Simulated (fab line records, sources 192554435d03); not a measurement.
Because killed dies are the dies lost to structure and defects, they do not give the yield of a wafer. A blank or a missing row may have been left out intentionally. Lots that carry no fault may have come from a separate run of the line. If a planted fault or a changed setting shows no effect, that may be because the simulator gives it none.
Problem report, 8D (eight disciplines) form, completed by code || flow n5 finfet || the parts of the form that need people (team, actions taken, sign-off) are left out

## 1. PROBLEM STATEMENT
At N5_BEOL_M0_CUTY_ETCH_62, etch rf on time s averages 85.0 s over 2 wafers from 2 lots, while fault-free wafers read 59.0 s, standard deviation 1.5. That is +17 standard deviations from the usual mean.
The step: etches SiARC in CF4, time 58.5 s.
First seen on wafer L852.1, day 8 09:31, on rie diel-01. The record holds 25 wafers of 9 lots with a number at this step. Rule for "out" (also "out of limits"): further than 4 standard deviations from the usual mean. All remaining wafers that have a number are taken as sound.

## 2. WHAT IT IS AND WHAT IT IS NOT
{"question": "which readings at this step", "is": "etch rf on time s", "is not": "cf4 flow sccm, drypump motor current A, mfc ar sccm, rf vpp V, throttle valve pct"}
{"question": "which lots", "is": "L852, L853", "is not": "L843, L848, L858, L859, L860, L862, L864"}
{"question": "which wafers of those lots", "is": "L852.1, L853.4", "is not": "L852.3, L853.3"}
{"question": "read on which tools", "is": "rie diel-01", "is not": "rie diel-04, rie diel-05"}
{"question": "when", "is": "from day 8 09:31", "is not": "up to then (7 sound wafers); but 16 sound wafers of L853, L858, L859, L860, L862, L864 came after"}

## 3. SUSPECTS, AND WHAT RULES EACH OUT
Counting: a tool at a process step up to the reading stays a suspect if it ran every lot that is out. Sound lots after the first of them don't rule it out here, since some wafers of a struck lot are sound.
- rie diel-01 at N5_BEOL_M0_CUTY_ETCH_62 (etches SiARC in CF4, time 58.5 s): kept. Every lot that is out went through it, the first being L852 (day 8 09:31); the last sound lot it ran before that was L848 (day 7 20:34). Its own readings are out on those wafers: etch rf on time s.
- At N5_BEOL_M0_CUTY_ETCH_62, inside rie diel-01: chamber 2 took the wafers that are out, while their sound lot-mates went through chambers 0, 1.
After counting, what remains is rie diel-01 at N5_BEOL_M0_CUTY_ETCH_62.

## 4. THE CAUSE (what the simulator had put in)
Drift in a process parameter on rie diel-01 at N5_BEOL_M0_CUTY_ETCH_62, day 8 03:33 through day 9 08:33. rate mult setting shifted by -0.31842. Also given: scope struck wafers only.
This tool alone remained once counting was done.

## 5. SEQUENCE OF EFFECTS, ordered by route
One row per reading whose mean, taken over the struck wafers that have a number, lies over 3 standard deviations from the usual. Only readings whose record carries a usual standard deviation are examined. hours: median over the lots of the time between each lot's start at the first step of this table that gives one and its start at this step. sigmas: the change, counted in usual standard deviations.
{"hours": 0, "step": "N5_BEOL_M0_CUTY_ETCH_62", "reading": "etch rf on time s", "usual": "59.0 s", "on struck wafers": 85.0, "change": "+26.0", "sigmas": "+17"}
Here are the process steps it includes:
- N5_BEOL_M0_CUTY_ETCH_62: etches SiARC in CF4, time 58.5 s.
At these later measuring or inspecting steps, every struck wafer for which the step has a row has a number for every such reading, and none has moved that far: N5_BEOL_M4_RC_MEAS_101.

## 6. HOW IT WOULD HAVE BEEN CAUGHT EARLIER
First out-of-limits reading in this record: day 8 09:31, which is 6 hours after fault onset at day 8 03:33.
